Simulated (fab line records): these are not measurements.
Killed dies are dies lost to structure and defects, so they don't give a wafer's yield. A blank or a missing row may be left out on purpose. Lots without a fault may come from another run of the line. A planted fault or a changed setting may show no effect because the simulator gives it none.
What tool caused it? ; flow nandHarc ; 11 lots with 33 wafers sampled at 5 steps, on a route of 1159 steps

WHAT THE GAUGES READ, wafer by wafer
NHARC_END_SORT_01. Usual: killedAtArray 25, standard deviation 9.2; killedAtOther 0.8, standard deviation 1.2; killedAtPeriphery 3.9, standard deviation 2.6; killedDies 30, standard deviation 9.7; killedOpen 3.4, standard deviation 1.9; killedShort 2.0, standard deviation 1.4.
lot;measured;on;killedAtArray;killedAtOther;killedAtPeriphery;killedDies;killedOpen;killedShort;flag
L262;day 20 03:15;prober-01;20 15 21;0 0 0;7 3 7;27 18 28;1 2 4;0 1 4;
L264;day 20 04:00;prober-02;14 15 18;0 0 0;6 3 8;20 18 26;4 4 4;0 1 2;
L266;day 20 19:39;prober-02;27 35 38;0 0 0;5 6 8;32 41 46;2 7 4;3 1 1;
L268;day 21 12:40;prober-01;13 15 8;0 0 0;10 10 9;23 25 17;3 4 1;0 0 1;
L272;day 21 19:50;prober-02;28 25 40;1 1 0;2 2 6;31 28 46;1 3 6;1 4 3;
L274;day 22 12:47;prober-01;24 24 21;0 0 1;3 6 7;27 30 29;5 2 3;1 2 3;
L273;day 22 15:07;prober-02;35 33 34;2 2 1;1 2 2;38 37 37;4 4 2;2 5 1;
L278;day 23 09:42;prober-01;27 71 25;0 1 2;7 7 4;34 79 31;2 2 3;2 4 1;
L283;day 24 09:05;prober-02;32 33 28;4 2 1;3 0 2;39 35 31;6 5 0;1 2 2;
L284;day 24 07:37;prober-01;34 28 34;0 1 1;2 3 6;36 32 41;5 3 0;3 5 3;
L285;day 25 15:38;prober-02;17 27 12;3 1 0;6 2 1;26 30 13;5 9 2;1 1 2;

TOOL THAT RAN EACH LOT (tool first, then ch and the chambers of the sampled wafers, then the start)
lot;NHARC_A_CONTACT_ETCH_48;NHARC_A_CONTACT_ETCH_49;NHARC_A_CONTACT_ETCH_50;NHARC_A_CONTACT_ETCH_113
L262;rieDiel-01 ch 1,2,3, day 16 08:25;rieDiel-01 ch 0,1,3, day 16 10:25 or earlier;rieDiel-01 ch 1,2,3, day 16 10:25 or earlier;harCapEtch-01 ch 0,1, day 16 10:25
L264;rieDiel-13 ch 0,3, day 16 18:31;rieDiel-13 ch 1,2,3, day 16 19:59 or earlier;rieDiel-13 ch 0,3, day 16 19:59 or earlier;harCapEtch-03 ch 0,1, day 16 19:59
L266;rieDiel-04 ch 0,3, day 17 18:31;rieDiel-04 ch 1,2, day 17 20:02 or earlier;rieDiel-04 ch 0,2,3, day 17 20:02 or earlier;harCapEtch-03 ch 0,1, day 17 20:02
L268;rieDiel-01 ch 0,1,2, day 18 14:10;rieDiel-01 ch 0,2,3, day 18 15:49 or earlier;rieDiel-01 ch 1,3, day 18 15:49 or earlier;harCapEtch-03 ch 0,1, day 18 15:49
L272;rieDiel-01 ch 1,2,3, day 18 20:39;rieDiel-01 ch 0,2,3, day 18 22:07 or earlier;rieDiel-01 ch 0,2,3, day 18 22:07 or earlier;harCapEtch-02 ch 0,1, day 18 22:07
L274;rieDiel-13 ch 0,3, day 19 11:58;rieDiel-13 ch 0,2,3, day 19 13:28 or earlier;rieDiel-13 ch 0,1,2, day 19 13:28 or earlier;harCapEtch-02 ch 0,1, day 19 13:28
L273;rieDiel-04 ch 1,2, day 19 14:07;rieDiel-04 ch 0,1,2, day 19 17:42 or earlier;rieDiel-04 ch 0,1,2, day 19 17:42 or earlier;harCapEtch-02 ch 0,1, day 19 17:42
L278;rieDiel-01 ch 1,2,3, day 20 02:01;rieDiel-01 ch 0,1, day 20 03:46 or earlier;rieDiel-01 ch 0,1, day 20 03:46 or earlier;harCapEtch-01 ch 0,1, day 20 03:46
L283;rieDiel-13 ch 1,2, day 21 05:58;rieDiel-13 ch 0,2,3, day 21 07:57 or earlier;rieDiel-13 ch 1,2, day 21 07:57 or earlier;harCapEtch-01 ch 0,1, day 21 07:57
L284;rieDiel-04 ch 0,1,3, day 21 07:38;rieDiel-04 ch 1,2,3, day 21 09:07 or earlier;rieDiel-04 ch 0,1,2, day 21 09:07 or earlier;harCapEtch-02 ch 0,1, day 21 09:07
L285;rieDiel-04 ch 0,2,3, day 22 13:26;rieDiel-04 ch 1,2,3, day 22 14:58 or earlier;rieDiel-04 ch 0,2,3, day 22 14:58 or earlier;harCapEtch-01 ch 0,1, day 22 14:58
- NHARC_A_CONTACT_ETCH_48: etches the open film in CF4, target depth 39 nm, time 65 s.
- NHARC_A_CONTACT_ETCH_49: etches the open film in N2/H2, target depth 260 nm, time 475.3 s.
- NHARC_A_CONTACT_ETCH_50: etches the open film in CF4/CHF3, target depth 84.7 nm, time 42.4 s.
- NHARC_A_CONTACT_ETCH_113: etches the open film in C4F8/O2/Ar, time 94 s, target depth 922 nm.

WHAT THE TOOLS THEMSELVES READ (means of the sampled wafers that have a number; where no wafer has one, the mark that the record gives instead)
NHARC_A_CONTACT_ETCH_48. Usual: drypumpMotorCurrentA 5.7 A, standard deviation 0.51; mfcArSccm 0.012 sccm, standard deviation 0.012; oesProductAu 1.000 a.u., standard deviation 0.0085; rfVppV 151.0 V, standard deviation 1.3; showerheadPlenumPTorr 1.74 Torr, standard deviation 0.086; throttleValvePct 13.285 %, standard deviation 0.0093.
lot;tool;drypumpMotorCurrentA (A);mfcArSccm (sccm);oesProductAu (a.u.);rfVppV (V);showerheadPlenumPTorr (Torr);throttleValvePct (%);flag
L262;rieDiel-01;5.4;0.004;0.994;148.7;1.68;13.286;
L264;rieDiel-13;5.3;0.033;1.004;150.8;1.74;13.289;
L266;rieDiel-04;6.0;0.005;1.000;150.5;1.67;13.286;
L268;rieDiel-01;5.1;0.004;0.992;151.3;1.74;13.283;
L272;rieDiel-01;5.4;0.004;0.997;150.5;1.68;13.281;
L274;rieDiel-13;5.3;0.033;0.998;152.2;1.73;13.276;
L273;rieDiel-04;6.4;0.009;1.014;152.5;1.84;13.278;
L278;rieDiel-01;5.4;0.004;0.952;149.6;1.68;13.280;OFF
L283;rieDiel-13;6.1;0.013;1.002;150.6;1.72;13.280;
L284;rieDiel-04;6.1;0.014;1.010;151.6;1.78;13.296;
L285;rieDiel-04;6.1;0.005;0.993;151.8;1.82;13.285;

NHARC_A_CONTACT_ETCH_49. Usual: drypumpMotorCurrentA 5.7 A, standard deviation 0.54; mfcArSccm 0.011 sccm, standard deviation 0.012; oesProductAu 1.000 a.u., standard deviation 0.0091; rfVppV 430 V, standard deviation 3.1; showerheadPlenumPTorr 2.02 Torr, standard deviation 0.11; throttleValvePct 14.172 %, standard deviation 0.0092.
lot;tool;drypumpMotorCurrentA (A);mfcArSccm (sccm);oesProductAu (a.u.);rfVppV (V);showerheadPlenumPTorr (Torr);throttleValvePct (%);flag
L262;rieDiel-01;5.3;0.000;0.995;429;2.00;14.167;
L264;rieDiel-13;5.9;0.017;0.993;430;2.05;14.181;
L266;rieDiel-04;6.5;0.017;1.008;432;2.09;14.171;
L268;rieDiel-01;5.4;0.004;1.008;429;1.98;14.166;
L272;rieDiel-01;5.4;0.004;1.000;428;1.98;14.176;
L274;rieDiel-13;5.5;0.024;0.993;430;2.02;14.172;
L273;rieDiel-04;6.2;0.014;1.002;431;2.04;14.166;
L278;rieDiel-01;4.9;0.000;0.995;431;2.07;14.166;
L283;rieDiel-13;5.5;0.024;0.998;430;2.01;14.174;
L284;rieDiel-04;6.3;0.009;0.996;431;2.04;14.176;
L285;rieDiel-04;6.4;0.009;1.007;430;2.04;14.172;

NHARC_A_CONTACT_ETCH_50. Usual: drypumpMotorCurrentA 5.7 A, standard deviation 0.51; mfcArSccm 0.011 sccm, standard deviation 0.012; oesProductAu 0.946 a.u., standard deviation 0.023; rfVppV 369.9 V, standard deviation 2.7; showerheadPlenumPTorr 1.55 Torr, standard deviation 0.078; throttleValvePct 16.802 %, standard deviation 0.0092.
lot;tool;drypumpMotorCurrentA (A);mfcArSccm (sccm);oesProductAu (a.u.);rfVppV (V);showerheadPlenumPTorr (Torr);throttleValvePct (%);flag
L262;rieDiel-01;5.4;0.004;0.969;367.8;1.50;16.814;
L264;rieDiel-13;5.3;0.029;0.925;372.5;1.61;16.802;
L266;rieDiel-04;6.1;0.005;0.921;369.4;1.55;16.805;
L268;rieDiel-01;5.6;0.000;0.933;368.0;1.49;16.807;
L272;rieDiel-01;5.4;0.004;0.976;368.5;1.53;16.801;
L274;rieDiel-13;5.8;0.020;0.929;368.3;1.52;16.798;
L273;rieDiel-04;6.2;0.014;0.927;370.6;1.57;16.804;
L278;rieDiel-01;4.9;0.000;0.960;371.9;1.60;16.798;
L283;rieDiel-13;6.1;0.013;0.933;369.5;1.54;16.797;
L284;rieDiel-04;6.2;0.014;0.966;373.5;1.65;16.807;
L285;rieDiel-04;6.1;0.005;0.960;372.1;1.62;16.807;

THE ANSWER, worked out from the rows above alone
Rule: a lot is off if the mean of its wafers that have a number lies more than 3 standard deviations from the usual mean. Also off: a lot with no number at a reading for which 4 or more lots have one. The other lots that the step has rows for count as sound. After the gauges, taken in route order, come the tools' own readings; for these a lot's mean is taken, as printed above. At the first step where some lot is off, the reading lying furthest off is the one used; lots without a number count as furthest.
Off: L278 (NHARC_A_CONTACT_ETCH_48, oesProductAu).
If a tool, at that step or one of the process steps before it, ran each lot that is off and ran no sound lot following the first of them, it fits. One fits: rieDiel-01 at NHARC_A_CONTACT_ETCH_48. Its last sound lot is L272 (day 18 20:39), its first lot that is off L278 (day 20 02:01): a fault that began between those two fits.
The tool's own readings at NHARC_A_CONTACT_ETCH_48 bear it out: on the lots that are off they differ by more than 5 times the standard deviation of the sound lots' means. oesProductAu reads 0.952 a.u. there against 1.000 a.u. on the sound lots.

WHAT THE SIMULATOR PUT IN
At NHARC_A_CONTACT_ETCH_48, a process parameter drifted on rieDiel-01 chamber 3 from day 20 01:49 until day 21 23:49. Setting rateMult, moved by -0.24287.
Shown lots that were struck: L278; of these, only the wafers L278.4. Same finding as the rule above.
